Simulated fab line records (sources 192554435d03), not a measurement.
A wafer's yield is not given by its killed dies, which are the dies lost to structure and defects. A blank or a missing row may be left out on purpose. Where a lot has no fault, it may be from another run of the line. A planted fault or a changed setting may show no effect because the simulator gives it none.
The tool behind it: which one? || flow n5 finfet || Sampling: 12 lots, 31 wafers, 5 of 1938 route steps

WHAT THE GAUGES READ, wafer by wafer
N5_BEOL_M4_INSPECT_59: inspects for defects (darkfield). Usual: raw defect count at 67, with a standard deviation of 23.
{"lot": "L168", "measured": "day 7 20:51", "on": "defect inspect-02", "raw defect count": "126 97", "flag": ""}
{"lot": "L169", "measured": "day 7 23:52", "on": "defect inspect-01", "raw defect count": "47 78 75", "flag": ""}
{"lot": "L170", "measured": "day 8 04:12", "on": "defect inspect-01", "raw defect count": "34 53", "flag": ""}
{"lot": "L171", "measured": "day 9 01:20", "on": "defect inspect-02", "raw defect count": "37 44 35", "flag": ""}
{"lot": "L172", "measured": "day 9 08:08", "on": "defect inspect-01", "raw defect count": "138 90 72", "flag": ""}
{"lot": "L173", "measured": "day 9 10:42", "on": "defect inspect-01", "raw defect count": "83 58 87", "flag": ""}
{"lot": "L174", "measured": "day 9 12:28", "on": "defect inspect-02", "raw defect count": "83 61 56", "flag": ""}
{"lot": "L176", "measured": "day 10 06:50", "on": "defect inspect-02", "raw defect count": "112 121", "flag": ""}
{"lot": "L182", "measured": "day 11 05:37", "on": "defect inspect-01", "raw defect count": "47 77 85", "flag": ""}
{"lot": "L185", "measured": "day 12 12:44", "on": "defect inspect-02", "raw defect count": "82 49 72", "flag": ""}
{"lot": "L186", "measured": "day 12 16:26", "on": "defect inspect-01", "raw defect count": "60 39", "flag": ""}
{"lot": "L188", "measured": "day 13 12:03", "on": "defect inspect-01", "raw defect count": "42 58", "flag": ""}

N5_BEOL_M4_RC_MEAS_101. Usual: CJ_N 4.37, standard deviation 0.099; DIBL_N 36.3 mV/V, standard deviation 1.6; DIBL_P 36.2 mV/V, standard deviation 2; IOFF_N 0.160 nA/um, standard deviation 0.028; IOFF_P 0.21 nA/um, standard deviation 0.036; ION_N 677 uA/um, standard deviation 11; ION_P 465 uA/um, standard deviation 6.9; SS_N 71.5 mV/dec, standard deviation 0.55; SS_P 73.3 mV/dec, standard deviation 0.64; VT_N 250 mV, standard deviation 3; VT_P -250 mV, standard deviation 3.5.
{"lot": "L168", "measured": "day 7 20:53", "on": "prober-01", "CJ_N": "4.45 4.38", "DIBL_N (mV/V)": "40.7 39.1", "DIBL_P (mV/V)": "40.5 38.7", "IOFF_N (nA/um)": "0.246 0.186", "IOFF_P (nA/um)": "0.30 0.25", "ION_N (uA/um)": "688 671", "ION_P (uA/um)": "472 466", "SS_N (mV/dec)": "71.9 72.2", "SS_P (mV/dec)": "73.7 74.2", "VT_N (mV)": "243 247", "VT_P (mV)": "-246 -248", "flag": ""}
{"lot": "L169", "measured": "day 8 00:02", "on": "prober-02", "CJ_N": "4.21 4.38 4.37", "DIBL_N (mV/V)": "35.3 36.1 36.5", "DIBL_P (mV/V)": "35.1 35.6 36.0", "IOFF_N (nA/um)": "0.145 0.159 0.167", "IOFF_P (nA/um)": "0.20 0.21 0.22", "ION_N (uA/um)": "682 679 675", "ION_P (uA/um)": "464 471 462", "SS_N (mV/dec)": "70.8 70.7 70.7", "SS_P (mV/dec)": "72.4 72.5 72.9", "VT_N (mV)": "250 248 249", "VT_P (mV)": "-248 -247 -251", "flag": ""}
{"lot": "L170", "measured": "day 8 04:13", "on": "prober-01", "CJ_N": "4.31 4.42", "DIBL_N (mV/V)": "32.7 35.3", "DIBL_P (mV/V)": "32.0 35.6", "IOFF_N (nA/um)": "0.112 0.149", "IOFF_P (nA/um)": "0.15 0.19", "ION_N (uA/um)": "668 671", "ION_P (uA/um)": "454 462", "SS_N (mV/dec)": "70.4 71.5", "SS_P (mV/dec)": "72.0 72.9", "VT_N (mV)": "253 249", "VT_P (mV)": "-257 -253", "flag": ""}
{"lot": "L171", "measured": "day 9 01:31", "on": "prober-01", "CJ_N": "4.33 4.41 4.46", "DIBL_N (mV/V)": "37.0 38.2 39.1", "DIBL_P (mV/V)": "35.5 37.4 37.2", "IOFF_N (nA/um)": "0.146 0.175 0.185", "IOFF_P (nA/um)": "0.23 0.26 0.27", "ION_N (uA/um)": "678 678 683", "ION_P (uA/um)": "464 474 467", "SS_N (mV/dec)": "71.7 71.3 72.3", "SS_P (mV/dec)": "72.9 73.4 73.3", "VT_N (mV)": "249 247 247", "VT_P (mV)": "-247 -245 -243", "flag": ""}
{"lot": "L172", "measured": "day 9 08:10", "on": "prober-01", "CJ_N": "4.24 4.46 4.42", "DIBL_N (mV/V)": "33.3 34.5 34.5", "DIBL_P (mV/V)": "33.7 34.8 33.9", "IOFF_N (nA/um)": "0.114 0.136 0.139", "IOFF_P (nA/um)": "0.15 0.17 0.16", "ION_N (uA/um)": "660 679 669", "ION_P (uA/um)": "456 470 457", "SS_N (mV/dec)": "70.6 70.5 71.2", "SS_P (mV/dec)": "72.6 72.8 73.1", "VT_N (mV)": "256 255 252", "VT_P (mV)": "-255 -252 -254", "flag": ""}
{"lot": "L173", "measured": "day 9 10:43", "on": "prober-02", "CJ_N": "4.51 4.51 4.38", "DIBL_N (mV/V)": "37.8 38.3 40.5", "DIBL_P (mV/V)": "37.0 36.7 40.7", "IOFF_N (nA/um)": "0.155 0.152 0.222", "IOFF_P (nA/um)": "0.22 0.22 0.30", "ION_N (uA/um)": "679 662 699", "ION_P (uA/um)": "473 469 477", "SS_N (mV/dec)": "71.5 71.8 72.4", "SS_P (mV/dec)": "73.6 73.4 74.5", "VT_N (mV)": "251 253 246", "VT_P (mV)": "-249 -248 -244", "flag": ""}
{"lot": "L174", "measured": "day 9 12:29", "on": "prober-01", "CJ_N": "4.35 4.35 4.33", "DIBL_N (mV/V)": "37.1 37.2 36.6", "DIBL_P (mV/V)": "36.7 35.5 35.7", "IOFF_N (nA/um)": "0.159 0.166 0.150", "IOFF_P (nA/um)": "0.21 0.20 0.19", "ION_N (uA/um)": "679 671 683", "ION_P (uA/um)": "467 459 461", "SS_N (mV/dec)": "72.0 72.2 71.2", "SS_P (mV/dec)": "73.0 72.8 72.2", "VT_N (mV)": "250 247 249", "VT_P (mV)": "-252 -250 -250", "flag": ""}
{"lot": "L176", "measured": "day 10 06:52", "on": "prober-01", "CJ_N": "4.30 4.31", "DIBL_N (mV/V)": "34.8 36.5", "DIBL_P (mV/V)": "33.0 35.5", "IOFF_N (nA/um)": "0.131 0.164", "IOFF_P (nA/um)": "0.20 0.24", "ION_N (uA/um)": "651 671", "ION_P (uA/um)": "456 465", "SS_N (mV/dec)": "71.4 71.7", "SS_P (mV/dec)": "72.0 73.1", "VT_N (mV)": "253 249", "VT_P (mV)": "-250 -245", "flag": ""}
{"lot": "L182", "measured": "day 11 05:39", "on": "prober-01", "CJ_N": "4.46 4.41 4.49", "DIBL_N (mV/V)": "37.1 36.4 37.3", "DIBL_P (mV/V)": "37.1 36.7 37.1", "IOFF_N (nA/um)": "0.172 0.171 0.188", "IOFF_P (nA/um)": "0.22 0.21 0.21", "ION_N (uA/um)": "685 678 676", "ION_P (uA/um)": "467 462 463", "SS_N (mV/dec)": "71.9 72.1 71.7", "SS_P (mV/dec)": "73.7 73.8 73.6", "VT_N (mV)": "251 249 249", "VT_P (mV)": "-254 -251 -252", "flag": ""}
{"lot": "L185", "measured": "day 12 12:45", "on": "prober-02", "CJ_N": "4.37 3.80 4.17", "DIBL_N (mV/V)": "34.3 33.3 35.6", "DIBL_P (mV/V)": "35.0 34.7 37.1", "IOFF_N (nA/um)": "0.128 0.115 0.155", "IOFF_P (nA/um)": "0.18 0.17 0.21", "ION_N (uA/um)": "662 662 689", "ION_P (uA/um)": "465 455 472", "SS_N (mV/dec)": "71.2 71.3 71.4", "SS_P (mV/dec)": "72.5 72.7 73.0", "VT_N (mV)": "253 255 249", "VT_P (mV)": "-251 -254 -252", "flag": ""}
{"lot": "L186", "measured": "day 12 16:46", "on": "prober-01", "CJ_N": "4.45 4.53", "DIBL_N (mV/V)": "36.1 34.9", "DIBL_P (mV/V)": "36.7 35.5", "IOFF_N (nA/um)": "0.142 0.133", "IOFF_P (nA/um)": "0.19 0.18", "ION_N (uA/um)": "666 673", "ION_P (uA/um)": "457 463", "SS_N (mV/dec)": "71.4 71.2", "SS_P (mV/dec)": "73.5 72.8", "VT_N (mV)": "254 252", "VT_P (mV)": "-251 -251", "flag": ""}
{"lot": "L188", "measured": "day 13 12:14", "on": "prober-01", "CJ_N": "4.29 4.27", "DIBL_N (mV/V)": "33.4 32.2", "DIBL_P (mV/V)": "31.5 30.3", "IOFF_N (nA/um)": "0.118 0.107", "IOFF_P (nA/um)": "0.16 0.15", "ION_N (uA/um)": "669 668", "ION_P (uA/um)": "455 461", "SS_N (mV/dec)": "71.0 69.9", "SS_P (mV/dec)": "72.4 72.7", "VT_N (mV)": "252 255", "VT_P (mV)": "-255 -254", "flag": ""}

TOOL THAT RAN EACH LOT (tool first, then ch and the chambers of the sampled wafers, then the start)
{"lot": "L168", "N5_PMOS_HMC_CHANNEL_EPI_EPI_26": "epi rpcvd-04 ch 0, day 1 19:41", "N5_BEOL_M4_ANNEAL_51": "rtp anneal-02 ch 0, day 7 19:58", "N5_BEOL_M4_CO_CAP_55": "cvd co-02 ch 1,2, day 7 20:38"}
{"lot": "L169", "N5_PMOS_HMC_CHANNEL_EPI_EPI_26": "epi rpcvd-04 ch 0, day 2 03:02", "N5_BEOL_M4_ANNEAL_51": "rtp anneal-02 ch 0, day 7 23:01", "N5_BEOL_M4_CO_CAP_55": "cvd co-02 ch 0,1, day 7 23:39"}
{"lot": "L170", "N5_PMOS_HMC_CHANNEL_EPI_EPI_26": "epi rpcvd-04 ch 0, day 2 07:31", "N5_BEOL_M4_ANNEAL_51": "rtp anneal-01 ch 0, day 8 03:19", "N5_BEOL_M4_CO_CAP_55": "cvd co-02 ch 1,2, day 8 03:59"}
{"lot": "L171", "N5_PMOS_HMC_CHANNEL_EPI_EPI_26": "epi rpcvd-04 ch 0, day 2 14:21", "N5_BEOL_M4_ANNEAL_51": "rtp anneal-02 ch 0, day 9 00:30", "N5_BEOL_M4_CO_CAP_55": "cvd co-02 ch 1,2, day 9 01:08"}
{"lot": "L172", "N5_PMOS_HMC_CHANNEL_EPI_EPI_26": "epi rpcvd-03 ch 0, day 2 20:06", "N5_BEOL_M4_ANNEAL_51": "rtp anneal-02 ch 0, day 9 07:16", "N5_BEOL_M4_CO_CAP_55": "cvd co-02 ch 1,2, day 9 07:56"}
{"lot": "L173", "N5_PMOS_HMC_CHANNEL_EPI_EPI_26": "epi rpcvd-04 ch 0, day 3 01:53", "N5_BEOL_M4_ANNEAL_51": "rtp anneal-01 ch 0, day 9 09:46", "N5_BEOL_M4_CO_CAP_55": "cvd co-01 ch 0,1,2, day 9 10:29"}
{"lot": "L174", "N5_PMOS_HMC_CHANNEL_EPI_EPI_26": "epi rpcvd-03 ch 0, day 3 07:47", "N5_BEOL_M4_ANNEAL_51": "rtp anneal-02 ch 0, day 9 11:33", "N5_BEOL_M4_CO_CAP_55": "cvd co-02 ch 0,1,2, day 9 12:13"}
{"lot": "L176", "N5_PMOS_HMC_CHANNEL_EPI_EPI_26": "epi rpcvd-03 ch 0, day 3 19:58", "N5_BEOL_M4_ANNEAL_51": "rtp anneal-02 ch 0, day 10 05:56", "N5_BEOL_M4_CO_CAP_55": "cvd co-02 ch 0,2, day 10 06:36"}
{"lot": "L182", "N5_PMOS_HMC_CHANNEL_EPI_EPI_26": "epi rpcvd-01 ch 0, day 5 07:35", "N5_BEOL_M4_ANNEAL_51": "rtp anneal-02 ch 0, day 11 04:44", "N5_BEOL_M4_CO_CAP_55": "cvd co-01 ch 0,1, day 11 05:25"}
{"lot": "L185", "N5_PMOS_HMC_CHANNEL_EPI_EPI_26": "epi rpcvd-04 ch 0, day 6 02:08", "N5_BEOL_M4_ANNEAL_51": "rtp anneal-02 ch 0, day 12 11:49", "N5_BEOL_M4_CO_CAP_55": "cvd co-02 ch 0,1,2, day 12 12:29"}
{"lot": "L186", "N5_PMOS_HMC_CHANNEL_EPI_EPI_26": "epi rpcvd-01 ch 0, day 6 08:23", "N5_BEOL_M4_ANNEAL_51": "rtp anneal-02 ch 0, day 12 15:36", "N5_BEOL_M4_CO_CAP_55": "cvd co-01 ch 1,2, day 12 16:11"}
{"lot": "L188", "N5_PMOS_HMC_CHANNEL_EPI_EPI_26": "epi rpcvd-01 ch 0, day 6 19:52", "N5_BEOL_M4_ANNEAL_51": "rtp anneal-02 ch 0, day 13 11:13", "N5_BEOL_M4_CO_CAP_55": "cvd co-01 ch 0,1, day 13 11:50"}
- N5_PMOS_HMC_CHANNEL_EPI_EPI_26: deposits Si from SiH4/H2, target thk 3.8 nm, time 22.7 s.
- N5_BEOL_M4_ANNEAL_51: time 90 s.
- N5_BEOL_M4_CO_CAP_55: material Co, precursor CCTBA/H2, target thk 2 nm, time 102.1 s.

AS READ BY THE TOOLS THEMSELVES (means over the sampled wafers that have a number; for cases with no such wafer, the mark the record gives instead)
N5_PMOS_HMC_CHANNEL_EPI_EPI_26. Usual: chamber pressure Torr 20.01 Torr, standard deviation 0.044; throttle valve pct 11.24 %, standard deviation 0.21.
{"lot": "L168", "tool": "epi rpcvd-04", "chamber pressure Torr (Torr)": 19.96, "throttle valve pct (%)": 11.51, "flag": ""}
{"lot": "L169", "tool": "epi rpcvd-04", "chamber pressure Torr (Torr)": 20.06, "throttle valve pct (%)": 11.26, "flag": ""}
{"lot": "L170", "tool": "epi rpcvd-04", "chamber pressure Torr (Torr)": 20.05, "throttle valve pct (%)": 11.12, "flag": ""}
{"lot": "L171", "tool": "epi rpcvd-04", "chamber pressure Torr (Torr)": 20.00, "throttle valve pct (%)": 11.50, "flag": ""}
{"lot": "L172", "tool": "epi rpcvd-03", "chamber pressure Torr (Torr)": 19.99, "throttle valve pct (%)": 11.02, "flag": ""}
{"lot": "L173", "tool": "epi rpcvd-04", "chamber pressure Torr (Torr)": 20.08, "throttle valve pct (%)": 11.33, "flag": ""}
{"lot": "L174", "tool": "epi rpcvd-03", "chamber pressure Torr (Torr)": 20.02, "throttle valve pct (%)": 10.88, "flag": ""}
{"lot": "L176", "tool": "epi rpcvd-03", "chamber pressure Torr (Torr)": 20.03, "throttle valve pct (%)": 10.93, "flag": ""}
{"lot": "L182", "tool": "epi rpcvd-01", "chamber pressure Torr (Torr)": 20.04, "throttle valve pct (%)": 11.12, "flag": ""}
{"lot": "L185", "tool": "epi rpcvd-04", "chamber pressure Torr (Torr)": 20.00, "throttle valve pct (%)": 11.35, "flag": ""}
{"lot": "L186", "tool": "epi rpcvd-01", "chamber pressure Torr (Torr)": 19.92, "throttle valve pct (%)": 11.25, "flag": ""}
{"lot": "L188", "tool": "epi rpcvd-01", "chamber pressure Torr (Torr)": 20.02, "throttle valve pct (%)": 11.18, "flag": ""}

N5_BEOL_M4_ANNEAL_51. Usual: wafer_temp_C_max at 225.84, with a standard deviation of 0.25.
{"lot": "L168", "tool": "rtp anneal-02", "wafer_temp_C_max": 225.72, "flag": ""}
{"lot": "L169", "tool": "rtp anneal-02", "wafer_temp_C_max": 225.85, "flag": ""}
{"lot": "L170", "tool": "rtp anneal-01", "wafer_temp_C_max": 226.12, "flag": ""}
{"lot": "L171", "tool": "rtp anneal-02", "wafer_temp_C_max": 225.73, "flag": ""}
{"lot": "L172", "tool": "rtp anneal-02", "wafer_temp_C_max": 225.90, "flag": ""}
{"lot": "L173", "tool": "rtp anneal-01", "wafer_temp_C_max": 225.75, "flag": ""}
{"lot": "L174", "tool": "rtp anneal-02", "wafer_temp_C_max": 225.66, "flag": ""}
{"lot": "L176", "tool": "rtp anneal-02", "wafer_temp_C_max": 225.55, "flag": ""}
{"lot": "L182", "tool": "rtp anneal-02", "wafer_temp_C_max": 225.41, "flag": ""}
{"lot": "L185", "tool": "rtp anneal-02", "wafer_temp_C_max": 225.70, "flag": ""}
{"lot": "L186", "tool": "rtp anneal-02", "wafer_temp_C_max": 225.66, "flag": ""}
{"lot": "L188", "tool": "rtp anneal-02", "wafer_temp_C_max": 225.82, "flag": ""}

N5_BEOL_M4_CO_CAP_55. Usual: chamber pressure Torr 30.00 Torr, standard deviation 0.063; heater power w 233 W, standard deviation 24.
{"lot": "L168", "tool": "cvd co-02", "chamber pressure Torr (Torr)": 30.02, "heater power w (W)": 243, "flag": ""}
{"lot": "L169", "tool": "cvd co-02", "chamber pressure Torr (Torr)": 30.02, "heater power w (W)": 237, "flag": ""}
{"lot": "L170", "tool": "cvd co-02", "chamber pressure Torr (Torr)": 30.02, "heater power w (W)": 240, "flag": ""}
{"lot": "L171", "tool": "cvd co-02", "chamber pressure Torr (Torr)": 29.97, "heater power w (W)": 238, "flag": ""}
{"lot": "L172", "tool": "cvd co-02", "chamber pressure Torr (Torr)": 29.95, "heater power w (W)": 235, "flag": ""}
{"lot": "L173", "tool": "cvd co-01", "chamber pressure Torr (Torr)": 30.08, "heater power w (W)": 216, "flag": ""}
{"lot": "L174", "tool": "cvd co-02", "chamber pressure Torr (Torr)": 29.96, "heater power w (W)": 248, "flag": ""}
{"lot": "L176", "tool": "cvd co-02", "chamber pressure Torr (Torr)": 30.00, "heater power w (W)": 255, "flag": ""}
{"lot": "L182", "tool": "cvd co-01", "chamber pressure Torr (Torr)": 29.98, "heater power w (W)": 231, "flag": ""}
{"lot": "L185", "tool": "cvd co-02", "chamber pressure Torr (Torr)": 30.01, "heater power w (W)": 249, "flag": ""}
{"lot": "L186", "tool": "cvd co-01", "chamber pressure Torr (Torr)": 29.98, "heater power w (W)": 200, "flag": ""}
{"lot": "L188", "tool": "cvd co-01", "chamber pressure Torr (Torr)": 30.06, "heater power w (W)": 222, "flag": ""}

THE ANSWER, worked out from the rows above alone
Rule: take the mean of a lot's wafers that have a number; if it is more than 3 standard deviations from the usual mean, the lot is off. Also off: a lot with no number at a reading for which 4 or more lots have one. Any other lot the step has rows for is counted as sound. Order of review: gauges by route order, followed by the tools' own readings, for which a lot's mean as printed above is used. The first step at which some lot is off is used, and at that step the reading that is off furthest; a lot without a number counts as furthest.
No lot is off on any of the readings shown, so nothing can be concluded from this.

WHAT WAS PUT IN BY THE SIMULATOR
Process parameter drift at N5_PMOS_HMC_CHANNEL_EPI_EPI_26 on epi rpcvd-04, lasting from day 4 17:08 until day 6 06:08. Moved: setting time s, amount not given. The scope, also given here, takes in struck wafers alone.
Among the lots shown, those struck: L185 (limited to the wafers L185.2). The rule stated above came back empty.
